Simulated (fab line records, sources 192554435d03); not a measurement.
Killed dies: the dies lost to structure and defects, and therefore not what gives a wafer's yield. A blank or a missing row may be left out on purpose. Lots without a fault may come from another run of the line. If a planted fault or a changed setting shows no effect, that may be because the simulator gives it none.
fab line records | flow n5_finfet
[record] lots = 20 wafers = 60 last_day = 19
route steps=1938 shown GATE_CUT@467 MOL_CONTACT_COAG@526
lots that met no fault: from a run of the same line without faults
start_h: hours from the record's first day to the start of the lot's first wafer shown | wait_h: hours from the lot's prior step to this one | " repeats the value in the row above | L1.1+2: one row covering several wafers at once | - no value, or no start was given | * or withheld: withheld | < > ~ a bound
route shown NAME@n: names a module that has steps shown in the file, with the first one's number in the route | usual: average and standard deviation across the fault-free wafers | same: alike in all rows | chamber/n: place in a boat | sites: each site's reading | _std_site: the standard deviation of these | _edge_site: mean of outer sites minus mean of inner sites | radius_mm: how far each site lies from the wafer's centre | mask NAME#n: copy n | behind: the most recent tool/chamber to have shaped the wafer | hold: what put the lot on hold/how long, in hours/how the hold closed | device: which transistor (n, p or np) failed to switch | end of line: at the end of the route, the tests of the same wafers | a step without rows: its recipe alone | killed: the dies lost at the first sort to structure and to defects; this is not the yield of the wafer | map: a wafer's dies, marking killed ones x, the rest . and places with no die _
set.NAME: setting as actually run; set.NAME@STEP: the setting as run at that earlier step | model.NAME: the simulator's own value behind a step, which no gauge read
steps of the route over a sample of lots; a table a step, a row a wafer
services: a tool's chamber out of use, with start hour (start_h, from the record's first day; less than 0 if before it), hours out, and reason
[[steps]]
[step N5_GATE_CUT_ETCHBACK_30]
[recipe] chemistry = Cl2/Ar target = TiN target_depth_a = 30 mode = isotropic pressure_mtorr = 10 icp_w = 600 bias_w = 60 Cl2_flow_sccm = 40 Ar_flow_sccm = 60
[usual] bias_w = 60.02/0.18 chamber_pressure_mTorr = 10.000/0.0084 drypump_motor_current_A = 5.5/0.35 he_backside_leak_sccm = 3.44/0.28 oes_ar_750_au = 0.71/0.11 oes_product_au = 0.71/0.11 throttle_valve_pct = 20.83/0.19
// columns lot.wafer tool chamber start_h wait_h bias_w chamber_pressure_mTorr drypump_motor_current_A he_backside_leak_sccm oes_ar_750_au oes_product_au rf_hours_counter_h throttle_valve_pct
L076.1 rie_metal-02 1 92.12 0.1 60.05 10.002 5.8 3.41 0.63 0.63 113 20.86
L076.2 " 0 " " 59.94 9.983 5.3 3.45 0.67 0.66 100 20.67
L076.5 " 1 " " 60.21 9.999 5.8 3.70 0.64 0.64 - 20.85
L077.2 rie_metal-01 1 97.09 0.1 60.09 9.990 6.1 3.20 0.70 0.69 77 20.82
L077.4 " 0 " " 60.18 10.001 5.1 3.74 0.69 0.69 - 21.09
L077.6 " 1 " " 59.91 9.991 6.1 3.04 0.69 0.69 - 20.82
L078.2 rie_metal-03 1 105.47 0.1 60.11 10.016 5.2 2.99 0.91 0.93 7 20.55
L078.3 " 0 " " 59.95 9.991 5.3 3.51 0.62 0.62 - 21.08
L078.5 " 0 " " 60.35 9.993 5.3 3.59 0.61 0.63 - 21.09
L079.1 rie_metal-03 0 111.63 0.1 59.76 10.005 5.3 3.50 0.61 0.62 132 21.09
L079.2 " 1 " " 60.02 9.995 5.2 3.07 0.91 0.92 8 20.55
L079.4 " 0 " " 59.99 10.014 5.3 3.54 0.61 0.62 - 21.07
L080.3 rie_metal-02 1 115.95 0.0 59.76 10.004 5.8 3.85 0.64 0.63 - 20.86
L080.5 " 1 " " 60.06 9.997 5.8 3.71 0.63 0.64 - 20.87
L080.6 " 0 " " 60.43 9.999 5.3 3.51 0.66 0.66 - 20.69
L081.2 rie_metal-02 0 121.76 0.1 59.92 10.007 5.3 3.36 0.66 0.65 102 20.69
L081.3 " 0 " " 60.36 10.011 5.3 3.43 0.66 0.65 - 20.68
L081.5 " 0 " " 60.12 9.991 5.3 3.51 0.66 0.65 - 20.69
L082.1 rie_metal-03 1 128.34 0.1 60.09 10.009 5.2 3.06 0.90 0.92 10 20.55
L082.3 " 1 " " 60.07 9.996 5.2 2.97 0.89 0.92 - 20.56
L082.4 " 0 " " 59.85 10.006 5.4 3.80 0.61 0.62 - 21.08
L083.1 rie_metal-01 0 132.94 0.1 59.94 10.004 5.1 3.71 0.69 0.68 84 21.10
L083.3 " 0 " " 59.81 9.993 5.1 3.73 0.69 0.68 - 21.08
L083.5 " 1 " " 59.99 10.002 6.1 3.26 0.69 0.68 - 20.83
L085.1 rie_metal-01 0 149.99 0.1 59.85 9.998 5.1 3.71 0.68 0.68 85 21.10
L085.4 " 1 " " 60.09 10.007 6.1 3.03 0.69 0.67 - 20.85
L085.5 " 1 " " 60.12 10.005 6.1 3.18 0.69 0.67 - 20.84
L086.1 rie_metal-03 0 157.34 0.1 59.86 9.987 5.4 3.62 0.60 0.61 137 21.09
L086.3 " 1 " " 60.21 9.998 5.2 3.12 0.88 0.89 - 20.57
L086.4 " 0 " " 60.04 10.007 5.3 3.85 0.60 0.60 - 21.12
L087.1 rie_metal-01 1 160.38 0.1 59.93 9.998 6.1 3.02 0.69 0.67 83 20.85
L087.2 " 0 " " 59.80 9.993 5.1 3.82 0.68 0.68 86 21.10
L087.5 " 0 " " 59.81 9.987 5.1 3.65 0.68 0.67 - 21.13
L088.2 rie_metal-01 0 163.49 0.1 60.19 10.003 5.1 3.81 0.68 0.68 86 21.10
L088.3 " 1 " " 59.94 10.023 6.1 3.19 0.68 0.68 - 20.86
L088.5 " 0 " " 60.02 10.007 5.1 3.73 0.68 0.68 - 21.10
L089.2 rie_metal-01 1 170.80 0.1 59.92 9.994 6.1 3.24 0.68 0.67 84 20.83
L089.3 " 0 " " 59.73 10.010 5.1 3.98 0.68 0.68 - 21.10
L089.4 " 1 " " 60.09 10.009 6.1 3.15 0.68 0.67 - 20.84
L091.2 rie_metal-03 1 185.58 0.1 60.48 9.990 5.2 3.11 0.86 0.87 - 20.60
L091.5 " 1 " " 60.23 10.006 5.2 3.16 0.86 0.87 - 20.58
L091.6 " 1 " " 60.16 9.996 5.2 3.02 0.86 0.87 - 20.61
L092.1 rie_metal-02 0 187.54 0.1 60.17 10.004 5.3 3.48 0.66 0.65 107 20.70
L092.5 " 0 " " 60.25 10.006 5.3 3.39 0.66 0.64 - 20.70
L092.6 " 1 " " 59.66 9.997 5.8 3.54 0.63 0.64 - 20.87
L093.2 rie_metal-02 0 195.19 0.1 59.91 9.999 5.3 3.39 0.66 0.64 108 20.67
L093.4 " 1 " " 59.78 9.996 5.8 3.68 0.63 0.62 - 20.88
L093.6 " 0 " " 59.91 9.995 5.3 3.46 0.65 0.64 - 20.69
L094.2 rie_metal-02 0 200.66 0.1 60.08 9.978 5.3 3.43 0.65 0.64 108 20.69
L094.5 " 0 " " 59.94 10.003 5.3 3.53 0.65 0.65 - 20.69
L094.6 " 1 " " 59.59 10.003 5.8 3.88 0.62 0.62 - 20.89
L095.2 rie_metal-02 0 207.91 0.1 59.94 10.004 5.3 3.40 0.66 0.64 109 20.72
L095.5 " 0 " " 59.92 10.000 5.3 3.42 0.65 0.64 - 20.69
L095.6 " 1 " " 59.90 9.996 5.8 3.95 0.62 0.62 - 20.89
L096.1 rie_metal-03 0 215.66 0.1 59.88 10.002 5.3 3.50 0.95 0.98 2 20.87
L096.3 " 1 " " 59.96 9.995 5.2 3.24 0.86 0.86 - 20.60
L096.4 " 0 " " 60.26 9.999 5.3 3.54 0.95 0.98 - 20.87
L097.2 rie_metal-03 1 217.50 0.1 60.15 10.007 5.2 3.27 0.85 0.85 19 20.59
L097.3 " 1 " " 60.05 10.001 5.2 3.17 0.86 0.86 - 20.58
L097.5 " 0 " " 59.87 10.011 5.4 3.60 0.95 0.97 - 20.85
[step N5_GATE_CUT_ETCH_19]
[recipe] chemistry = CH3F/O2 target = SiNx mask_material = SiO2 target_depth_a = 537 time_s = 76.7 pressure_mtorr = 30 source_w = 395 bias_w = 73 Ar_flow_sccm = 150 CH3F_flow_sccm = 30 O2_flow_sccm = 20 ion_energy_ev = 120 ends = cleared
[usual] CH3F_flow_sccm = 30.01/0.085 bias_w = 72.97/0.22 chamber_pressure_mTorr = 30.00/0.03 drypump_motor_current_A = 5.7/0.6 etch_rf_on_time_s = 76.4/1.2 oes_ar_750_au = 0.82/0.093 oes_product_au = 0.70/0.083 rf_vpp_V = 298.8/2.8 showerhead_plenum_p_Torr = 2.01/0.07 throttle_valve_pct = 16.32/0.2
// columns lot.wafer tool chamber start_h wait_h CH3F_flow_sccm bias_w chamber_pressure_mTorr drypump_motor_current_A etch_rf_on_time_s oes_ar_750_au oes_product_au rf_hours_counter_h rf_vpp_V showerhead_plenum_p_Torr throttle_valve_pct
L076.1 rie_diel-06 2 95.99 0.0 29.96 73.10 29.97 6.6 77.9 0.70 0.60 245 301.5 2.05 16.74
L076.2 " 1 " " 30.01 73.05 30.02 4.9 77.6 0.75 0.64 178 302.4 1.99 16.38
L076.5 " 3 " " 30.10 72.88 29.97 5.1 77.3 0.73 0.63 - 297.2 1.91 16.68
L077.2 rie_diel-01 0 101.18 0.0 30.01 73.20 30.01 5.4 76.8 0.88 0.74 42 295.5 2.04 16.12
L077.4 " 3 " " 29.90 73.17 29.97 5.4 79.0 0.71 0.58 233 296.5 1.98 16.36
L077.6 " 1 " " 30.00 72.81 29.97 6.7 77.0 0.87 0.73 - 292.3 2.04 16.19
L078.2 rie_diel-01 2 109.26 0.0 30.08 73.17 29.96 4.9 76.2 0.77 0.67 122 299.3 1.93 16.36
L078.3 " 1 " " 29.99 73.10 30.03 6.8 76.8 0.86 0.72 52 292.6 2.04 16.18
L078.5 " 1 " " 30.06 73.23 30.01 6.8 77.3 0.86 0.72 - 292.5 2.04 16.20
L079.1 rie_diel-06 3 115.50 0.0 29.95 72.74 29.99 5.1 78.2 0.72 0.61 185 297.7 1.91 16.68
L079.2 " 0 " " 30.02 72.76 29.95 6.2 75.2 0.94 0.81 8 297.2 2.05 16.06
L079.4 " 1 " " 29.86 72.79 30.03 4.9 78.5 0.74 0.63 - 302.8 1.99 16.40
L080.3 rie_diel-01 0 121.87 0.0 29.88 72.77 29.97 5.4 76.0 0.87 0.75 48 296.1 2.04 16.14
L080.5 " 3 " " 30.09 73.03 29.97 5.4 77.9 0.70 0.59 - 295.7 1.98 16.37
L080.6 " 2 " " 29.92 72.87 30.01 4.9 75.0 0.78 0.67 - 298.8 1.93 16.36
L081.2 rie_diel-04 2 126.56 0.0 29.88 72.88 29.97 6.2 76.4 0.78 0.67 116 300.7 1.94 16.47
L081.3 " 3 " " 30.02 72.89 30.03 5.9 75.3 0.93 0.81 14 299.9 2.04 16.07
L081.5 " 3 " " 30.07 72.77 29.99 5.8 75.4 0.92 0.80 - 302.4 2.04 16.09
L082.1 rie_diel-04 1 132.30 0.0 30.05 73.05 29.98 5.9 75.1 0.78 0.67 132 300.1 2.10 16.44
L082.3 " 3 " " 30.09 73.48 30.03 5.8 76.8 0.92 0.79 16 300.3 2.04 16.07
L082.4 " 2 " " 29.94 72.90 29.99 6.2 77.8 0.78 0.66 118 299.9 1.94 16.46
L083.1 rie_diel-04 0 136.68 0.0 29.94 72.99 29.94 5.4 75.0 1.00 0.85 2 300.7 2.14 16.06
L083.3 " 1 " " 30.05 72.95 29.94 5.9 74.5 0.77 0.67 133 299.9 2.09 16.43
L083.5 " 3 " " 29.92 72.88 30.04 5.8 75.5 0.92 0.79 - 301.2 2.04 16.08
L085.1 rie_diel-06 3 153.90 0.0 30.06 73.28 30.00 5.1 77.9 0.71 0.62 194 297.3 1.90 16.68
L085.4 " 1 " " 29.89 73.07 30.00 5.0 78.0 0.74 0.62 194 303.5 1.99 16.39
L085.5 " 1 " " 29.94 73.11 30.01 5.0 77.9 0.73 0.63 - 303.3 1.99 16.40
L086.1 rie_diel-04 2 161.24 0.0 29.94 73.15 29.98 6.2 76.7 0.77 0.66 127 301.0 1.93 16.49
L086.3 " 1 " " 30.11 73.07 29.98 5.9 74.8 0.77 0.66 141 296.7 2.09 16.44
L086.4 " 0 " " 30.02 73.20 29.99 5.4 75.6 0.96 0.83 11 299.9 2.13 16.07
L087.1 rie_diel-06 0 164.13 0.0 29.89 72.64 30.01 6.2 75.3 0.91 0.79 19 298.4 2.05 16.07
L087.2 " 1 " " 30.10 73.30 29.96 5.0 76.9 0.73 0.63 196 302.3 1.99 16.42
L087.5 " 3 " " 30.03 73.03 29.98 5.1 76.8 0.72 0.62 - 298.6 1.90 16.71
L088.2 rie_diel-06 3 167.35 0.0 29.97 72.69 29.97 5.1 76.9 0.71 0.62 198 297.3 1.90 16.70
L088.3 " 2 " " 30.03 73.10 30.00 6.6 74.7 0.96 0.83 4 303.0 2.05 16.28
L088.5 " 3 " " 30.00 72.76 30.10 5.1 77.8 0.71 0.61 - 296.7 1.90 16.71
L089.2 rie_diel-04 3 174.95 0.0 30.11 72.93 30.01 5.8 76.4 0.89 0.77 29 300.2 2.04 16.08
L089.3 " 0 " " 30.12 73.01 30.04 5.4 76.6 0.94 0.81 14 299.8 2.13 16.08
L089.4 " 1 " " 30.12 73.07 30.01 5.9 75.2 0.76 0.65 145 299.1 2.09 16.44
L091.2 rie_diel-01 1 189.37 0.0 29.96 73.21 30.04 6.8 77.8 0.83 0.69 80 293.1 2.03 16.23
L091.5 " 1 " " 30.08 73.28 30.01 6.8 77.2 0.83 0.70 - 291.4 2.03 16.23
L091.6 " 0 " " 29.96 73.31 30.02 5.4 78.1 0.84 0.72 - 296.2 2.03 16.19
L092.1 rie_diel-06 1 191.97 0.0 30.12 73.04 30.03 4.9 77.0 0.72 0.63 202 302.2 1.98 16.42
L092.5 " 2 " " 29.89 72.60 29.95 6.6 74.2 0.93 0.81 - 302.4 2.05 16.29
L092.6 " 3 " " 30.09 72.78 29.96 5.1 76.6 0.71 0.62 - 297.2 1.90 16.70
L093.2 rie_diel-06 3 199.24 0.0 30.13 73.33 29.99 5.1 77.6 0.70 0.61 207 297.7 1.90 16.70
L093.4 " 2 " " 30.08 73.15 29.96 6.6 75.4 0.93 0.80 13 301.7 2.05 16.31
L093.6 " 1 " " 30.09 72.59 30.02 5.0 77.9 0.72 0.62 - 301.9 1.98 16.42
L094.2 rie_diel-06 2 204.57 0.0 30.05 72.76 29.99 6.6 75.2 0.93 0.80 15 302.7 2.05 16.30
L094.5 " 0 " " 30.00 73.18 29.94 6.2 74.8 0.88 0.77 - 297.3 2.05 16.10
L094.6 " 1 " " 29.89 73.37 29.99 4.9 77.5 0.73 0.62 - 302.7 1.98 16.43
L095.2 rie_diel-04 3 211.67 0.0 30.15 72.70 30.00 5.9 76.1 0.88 0.75 40 299.7 2.03 16.12
L095.5 " 1 " " 30.12 73.39 30.01 5.9 75.6 0.75 0.65 - 297.1 2.09 16.46
L095.6 " 0 " " 30.10 72.63 29.96 5.3 76.6 0.92 0.79 - 298.2 2.13 16.11
L096.1 rie_diel-04 3 219.73 0.0 29.98 72.64 29.99 5.9 76.1 0.87 0.76 43 301.1 2.03 16.12
L096.3 " 2 " " 30.07 73.00 29.97 6.2 76.4 0.75 0.65 145 300.2 1.93 16.51
L096.4 " 0 " " 30.10 73.01 30.00 5.3 76.3 0.91 0.79 29 300.2 2.13 16.09
L097.2 rie_diel-06 3 221.56 0.0 29.95 73.01 30.00 5.1 77.9 0.71 0.60 213 297.5 1.90 16.71
L097.3 " 0 " " 29.96 73.15 29.99 6.2 75.2 0.87 0.76 37 296.1 2.04 16.10
L097.5 " 0 " " 30.01 72.80 29.99 6.3 74.9 0.88 0.76 - 297.3 2.04 16.11
[step N5_MOL_CONTACT_COAG_CD_MEAS_08]
[recipe] target_cd_nm = 28 landing_energy_ev = 500 detector = se_inlens polarity = opening
[usual] cd_nm = 28.05/0.23
// columns lot.wafer tool chamber start_h wait_h cd_nm
L076.1 cd_sem-03 0 99.50 - 28.38
L076.2 " 0 " " 28.35
L076.5 " 0 " " 28.15
L077.2 cd_sem-01 0 104.56 - 28.14
L077.4 " 0 " " 27.96
L077.6 " 0 " " 28.03
L078.2 cd_sem-02 0 112.68 - 27.86
L078.3 " 0 " " 28.13
L078.5 " 0 " " 27.89
L079.1 cd_sem-02 0 118.98 - 28.00
L079.2 " 0 " " 27.80
L079.4 " 0 " " 27.75
L080.3 cd_sem-03 0 125.95 - 28.31
L080.5 " 0 " " 27.87
L080.6 " 0 " " 28.29
L081.2 cd_sem-02 0 129.94 - 27.90
L081.3 " 0 " " 28.09
L081.5 " 0 " " 27.84
L082.1 cd_sem-02 0 136.19 - 28.35
L082.3 " 0 " " 27.89
L082.4 " 0 " " 28.08
L083.1 cd_sem-03 0 140.09 - 27.73
L083.3 " 0 " " 28.14
L083.5 " 0 " " 28.26
L085.1 cd_sem-02 0 157.42 - 28.16
L085.4 " 0 " " 27.78
L085.5 " 0 " " 28.20
L086.1 cd_sem-03 0 164.61 - 27.75
L086.3 " 0 " " 28.65
L086.4 " 0 " " 27.87
L087.1 cd_sem-01 0 167.50 - 28.05
L087.2 " 0 " " 28.27
L087.5 " 0 " " 28.20
L088.2 cd_sem-03 0 170.88 - 27.98
L088.3 " 0 " " 28.01
L088.5 " 0 " " 27.84
L089.2 cd_sem-01 0 178.73 - 27.58
L089.3 " 0 " " 27.79
L089.4 " 0 " " 28.12
L091.2 cd_sem-02 0 192.94 - 28.04
L091.5 " 0 " " 27.93
L091.6 " 0 " " 27.73
L092.1 cd_sem-03 0 196.39 - 28.07
L092.5 " 0 " " 28.23
L092.6 " 0 " " 27.96
L093.2 cd_sem-01 0 202.74 - 27.84
L093.4 " 0 " " 28.23
L093.6 " 0 " " 28.18
L094.2 cd_sem-01 0 207.97 - 28.17
L094.5 " 0 " " 28.21
L094.6 " 0 " " 27.83
L095.2 cd_sem-01 0 215.08 - 27.91
L095.5 " 0 " " 27.75
L095.6 " 0 " " 28.11
L096.1 cd_sem-02 0 223.23 - 27.97
L096.3 " 0 " " 27.88
L096.4 " 0 " " 28.06
L097.2 cd_sem-02 0 225.09 - 27.94
L097.3 " 0 " " 28.02
L097.5 " 0 " " 28.17
[step N5_MOL_CONTACT_COAG_INSPECT_10]
[recipe] mode = adi inspect_instrument = brightfield
[usual] raw_defect_count = 65/25
// columns lot.wafer tool chamber start_h wait_h raw_defect_count
L076.1 defect_inspect-02 - 99.59 0.1 67
L076.2 " - " " 20
L076.5 " - " " 48
L077.2 defect_inspect-02 - 104.65 0.0 86
L077.4 " - " " 57
L077.6 " - " " 37
L078.2 defect_inspect-01 - 112.77 0.0 68
L078.3 " - " " 86
L078.5 " - " " 41
L079.1 defect_inspect-02 - 119.07 0.1 98
L079.2 " - " " 82
L079.4 " - " " 88
L080.3 defect_inspect-01 - 126.04 0.0 63
L080.5 " - " " 92
L080.6 " - " " 46
L081.2 defect_inspect-01 - 130.03 0.0 78
L081.3 " - " " 65
L081.5 " - " " 46
L082.1 defect_inspect-01 - 136.27 0.1 35
L082.3 " - " " 57
L082.4 " - " " 45
L083.1 defect_inspect-01 - 140.18 0.1 113
L083.3 " - " " 95
L083.5 " - " " 99
L085.1 defect_inspect-02 - 157.51 0.1 53
L085.4 " - " " 46
L085.5 " - " " 68
L086.1 defect_inspect-02 - 164.70 0.1 52
L086.3 " - " " 69
L086.4 " - " " 43
L087.1 defect_inspect-01 - 167.59 0.1 51
L087.2 " - " " 51
L087.5 " - " " 35
L088.2 defect_inspect-01 - 170.97 0.0 56
L088.3 " - " " 33
L088.5 " - " " 38
L089.2 defect_inspect-02 - 178.81 0.0 89
L089.3 " - " " 88
L089.4 " - " " 124
L091.2 defect_inspect-01 - 193.03 0.0 72
L091.5 " - " " 78
L091.6 " - " " 62
L092.1 defect_inspect-01 - 196.47 0.1 37
L092.5 " - " " 30
L092.6 " - " " 54
L093.2 defect_inspect-02 - 202.83 0.0 58
L093.4 " - " " 45
L093.6 " - " " 70
L094.2 defect_inspect-01 - 208.06 0.0 46
L094.5 " - " " 58
L094.6 " - " " 61
L095.2 defect_inspect-01 - 215.17 0.0 57
L095.5 " - " " 86
L095.6 " - " " 118
L096.1 defect_inspect-01 - 223.32 0.1 42
L096.3 " - " " 57
L096.4 " - " " 42
L097.2 defect_inspect-01 - 225.18 0.0 63
L097.3 " - " " 56
L097.5 " - " " 65
[step N5_MOL_CONTACT_COAG_ETCH_59]
[recipe] chemistry = N2/H2 target = underlayer target_depth_a = 130 mask_material = CAR-EUV time_s = 10.4 ion_energy_ev = 200 pressure_mtorr = 30 source_w = 840 bias_w = 150 n2_flow_sccm = 200 h2_flow_sccm = 200 ends = cleared
[usual] bias_w = 150.0/0.42 chamber_pressure_mTorr = 30.00/0.032 drypump_motor_current_A = 5.9/0.53 etch_rf_on_time_s = 10.43/0.15 oes_product_au = 0.68/0.068 rf_vpp_V = 525.3/2.6 showerhead_plenum_p_Torr = 2.59/0.085 throttle_valve_pct = 17.82/0.21
// columns lot.wafer tool chamber start_h wait_h bias_w chamber_pressure_mTorr drypump_motor_current_A etch_rf_on_time_s oes_product_au rf_hours_counter_h rf_vpp_V showerhead_plenum_p_Torr throttle_valve_pct
L076.1 rie_diel-05 3 99.66 0.0 150.1 29.90 6.4 10.34 0.64 161 527.9 2.64 17.89
L076.2 " 1 " " 150.0 30.00 4.9 10.44 0.79 20 521.9 2.48 17.44
L076.5 " 2 " " 149.7 29.99 5.9 10.61 0.61 - 526.3 2.63 17.63
L077.2 rie_diel-02 2 105.03 0.0 149.6 30.00 6.1 10.53 0.60 225 519.8 2.41 18.13
L077.4 " 1 " " 150.5 29.99 5.0 10.59 0.79 11 523.6 2.51 17.79
L077.6 " 1 " " 150.3 29.98 5.0 10.61 0.79 - 522.7 2.51 17.79
L078.2 rie_diel-05 2 113.00 0.0 150.0 29.96 5.9 10.50 0.61 205 525.6 2.62 17.63
L078.3 " 3 " " 149.8 29.98 6.4 10.21 0.64 167 526.3 2.63 17.91
L078.5 " 2 " " 149.1 30.07 6.0 10.48 0.62 - 526.2 2.62 17.62
L079.1 rie_diel-03 1 119.14 0.0 149.3 30.01 6.7 10.58 0.64 151 526.9 2.65 17.48
L079.2 " 3 " " 149.9 30.01 6.2 10.35 0.67 131 524.7 2.55 17.81
L079.4 " 2 " " 149.7 29.93 5.8 10.45 0.80 5 530.5 2.72 18.02
L080.3 rie_diel-02 0 126.69 0.0 149.6 30.00 6.2 10.50 0.63 165 526.7 2.64 17.83
L080.5 " 0 " " 149.7 30.04 6.2 10.54 0.63 - 526.8 2.64 17.82
L080.6 " 1 " " 149.9 29.98 5.0 10.63 0.78 - 523.9 2.50 17.80
L081.2 rie_diel-05 3 130.42 0.0 149.9 29.99 6.4 10.39 0.63 172 524.9 2.63 17.91
L081.3 " 0 " " 148.6 30.00 5.7 10.34 0.65 113 526.3 2.68 18.07
L081.5 " 1 " " 150.2 30.01 4.9 10.48 0.76 - 521.8 2.48 17.46
L082.1 rie_diel-05 1 136.34 0.0 150.0 30.02 4.9 10.43 0.77 32 522.8 2.48 17.47
L082.3 " 2 " " 149.6 29.99 5.9 10.53 0.60 212 526.4 2.62 17.65
L082.4 " 3 " " 149.5 30.05 6.4 10.35 0.63 174 527.4 2.63 17.92
L083.1 rie_diel-02 2 140.25 0.0 150.1 30.00 6.1 10.37 0.60 236 520.7 2.40 18.15
L083.3 " 3 " " 150.1 29.97 5.8 10.17 0.73 81 528.5 2.68 17.99
L083.5 " 0 " " 150.3 30.02 6.2 10.45 0.62 - 526.9 2.64 17.83
L085.1 rie_diel-05 1 157.68 0.0 149.9 30.02 4.9 10.60 0.76 39 521.4 2.48 17.47
L085.4 " 2 " " 149.5 29.97 5.9 10.63 0.60 218 526.7 2.62 17.65
L085.5 " 2 " " 150.5 30.01 5.9 10.60 0.60 - 527.0 2.62 17.65
L086.1 rie_diel-05 1 164.77 0.0 149.6 30.04 4.9 10.46 0.74 42 521.2 2.47 17.49
L086.3 " 0 " " 149.8 30.06 5.7 10.28 0.65 123 527.3 2.67 18.08
L086.4 " 2 " " 150.2 30.04 5.9 10.48 0.60 221 527.3 2.62 17.64
L087.1 rie_diel-03 3 167.66 0.0 149.6 30.00 6.1 10.44 0.65 151 523.5 2.54 17.85
L087.2 " 2 " " 149.8 29.97 5.8 10.48 0.76 26 528.0 2.71 18.05
L087.5 " 1 " " 150.3 30.05 6.7 10.61 0.63 - 526.6 2.64 17.51
L088.2 rie_diel-02 0 171.17 0.0 150.4 30.01 6.2 10.44 0.62 179 525.2 2.63 17.85
L088.3 " 1 " " 150.2 30.06 5.0 10.54 0.76 33 521.4 2.50 17.83
L088.5 " 2 " " 150.1 30.08 6.1 10.40 0.60 - 520.4 2.40 18.18
L089.2 rie_diel-05 2 178.88 0.0 149.2 30.00 5.9 10.44 0.60 226 526.3 2.62 17.65
L089.3 " 1 " " 149.9 29.98 4.9 10.44 0.74 47 523.5 2.47 17.49
L089.4 " 3 " " 150.5 29.99 6.4 10.26 0.63 188 526.6 2.62 17.92
L091.2 rie_diel-02 0 193.09 0.0 150.0 30.03 6.2 10.60 0.61 185 526.7 2.63 17.85
L091.5 " 1 " " 149.4 30.02 5.0 10.80 0.73 - 523.8 2.50 17.84
L091.6 " 0 " " 150.1 30.01 6.2 10.67 0.61 - 527.9 2.63 17.86
L092.1 rie_diel-02 0 196.54 0.0 150.6 30.05 6.2 10.51 0.62 186 525.4 2.63 17.85
L092.5 " 1 " " 150.0 29.95 5.0 10.56 0.74 - 521.1 2.49 17.86
L092.6 " 0 " " 150.7 29.96 6.2 10.53 0.61 - 527.5 2.63 17.86
L093.2 rie_diel-03 2 202.89 0.0 150.5 29.97 5.8 10.29 0.74 39 527.4 2.71 18.08
L093.4 " 0 " " 150.0 29.98 6.4 10.45 0.79 12 525.3 2.60 17.53
L093.6 " 0 " " 149.3 30.05 6.4 10.36 0.79 - 525.8 2.60 17.53
L094.2 rie_diel-02 3 208.29 0.0 149.6 29.99 5.8 10.17 0.70 102 527.1 2.67 18.05
L094.5 " 0 " " 149.7 29.97 6.2 10.49 0.61 - 524.6 2.63 17.87
L094.6 " 3 " " 149.8 30.05 5.8 10.19 0.71 - 528.0 2.67 18.03
L095.2 rie_diel-03 3 215.24 0.0 149.8 29.97 6.2 10.08 0.65 169 522.1 2.53 17.89
L095.5 " 3 " " 150.0 30.00 6.1 10.16 0.65 - 523.1 2.53 17.88
L095.6 " 2 " " 149.9 30.02 5.8 10.18 0.74 - 528.0 2.70 18.08
L096.1 rie_diel-02 0 223.39 0.0 150.2 29.98 6.1 10.55 0.60 197 525.5 2.63 17.87
L096.3 " 2 " " 149.8 29.96 6.0 10.67 0.80 5 527.8 2.71 17.72
L096.4 " 1 " " 149.9 30.05 5.0 10.60 0.72 52 522.0 2.49 17.86
L097.2 rie_diel-05 1 225.25 0.0 150.0 30.01 4.9 10.40 0.73 67 523.3 2.46 17.53
L097.3 " 3 " " 150.0 30.00 6.3 10.20 0.61 206 525.5 2.62 17.98
L097.5 " 2 " " 150.3 29.99 5.9 10.48 0.59 - 525.5 2.61 17.70
[step N5_MOL_CONTACT_COAG_PRE_CLEAN_141]
[recipe] gas = H2/He time_s = 60 temp_c = 300
[usual] heater_power_w = 453/24
// columns lot.wafer tool chamber start_h wait_h heater_power_w
L076.1 pvd_sputter-03 - 102.12 0.6 474
L076.2 " - " " 468
L076.5 " - " " 455
L077.2 pvd_sputter-02 - 108.12 0.9 444
L077.4 " - " " 473
L077.6 " - " " 466
L078.2 pvd_sputter-03 - 116.07 1.2 461
L078.3 " - " " 449
L078.5 " - " " 446
L079.1 pvd_sputter-01 - 120.69 0.2 400
L079.2 " - " " 440
L079.4 " - " " 466
L080.3 pvd_sputter-01 - 130.55 1.1 474
L080.5 " - " " 465
L080.6 " - " " 440
L081.2 pvd_sputter-03 - 133.43 1.4 467
L081.3 " - " " 461
L081.5 " - " " 469
L082.1 pvd_sputter-01 - 139.04 0.6 461
L082.3 " - " " 448
L082.4 " - " " 398
L083.1 pvd_sputter-03 - 142.33 0.4 477
L083.3 " - " " 458
L083.5 " - " " 464
L085.1 pvd_sputter-01 - 160.55 1.1 441
L085.4 " - " " 405
L085.5 " - " " 472
L086.1 pvd_sputter-03 - 166.76 0.2 455
L086.3 " - " " 448
L086.4 " - " " 449
L087.1 pvd_sputter-02 - 170.04 0.6 465
L087.2 " - " " 448
L087.5 " - " " 477
L088.2 pvd_sputter-03 - 173.22 0.4 465
L088.3 " - " " 453
L088.5 " - " " 445
L089.2 pvd_sputter-01 - 181.78 1.3 398
L089.3 " - " " 471
L089.4 " - " " 466
L091.2 pvd_sputter-01 - 197.01 2.2 468
L091.5 " - " " 438
L091.6 " - " " 395
L092.1 pvd_sputter-02 - 199.13 1.0 440
L092.5 " - " " 497
L092.6 " - " " 462
L093.2 pvd_sputter-02 - 205.39 0.9 470
L093.4 " - " " 428
L093.6 " - " " 461
L094.2 pvd_sputter-02 - 210.29 0.5 440
L094.5 " - " " 448
L094.6 " - " " 436
L095.2 pvd_sputter-01 - 217.52 0.9 478
L095.5 " - " " 468
L095.6 " - " " 407
L096.1 pvd_sputter-01 - 226.09 0.4 463
L096.3 " - " " 474
L096.4 " - " " 440
L097.2 pvd_sputter-02 - 229.28 2.6 447
L097.3 " - " " 463
L097.5 " - " " 462
[[services]]
// columns tool chamber start_h hours kind
pvd_sputter-02 - 68.45 1.2 repair
rie_diel-06 0 73.30 - clean
rie_diel-06 0 73.30 - consumable_replace:focus_ring
rie_diel-06 0 73.30 18.6 scheduled_down
rie_diel-06 0 73.30 18.6 vent_cycle
rie_diel-06 - 92.89 0.4 repair
rie_diel-03 - 99.11 2.8 pm
rie_metal-01 - 113.53 1.1 repair
rie_diel-06 2 114.51 5.9 repair
rie_diel-06 - 116.53 12.6 repair
rie_diel-02 3 127.94 2.0 repair
rie_diel-06 2 130.34 - clean
pvd_sputter-01 - 139.40 1.8 repair
rie_metal-01 0 154.55 3.4 repair
rie_diel-06 1 183.64 4.6 repair
pvd_sputter-02 - 186.11 7.3 repair
rie_diel-05 3 191.40 1.4 repair
rie_diel-01 0 196.72 1.8 repair
rie_diel-01 1 196.83 5.2 repair
rie_diel-06 - 213.84 2.8 pm
rie_metal-02 - 213.88 0.3 repair
rie_diel-03 1 222.81 2.7 repair
rie_diel-04 - 228.29 14.6 pm
rie_metal-03 - 228.89 0.2 repair
[[key]]
fault none
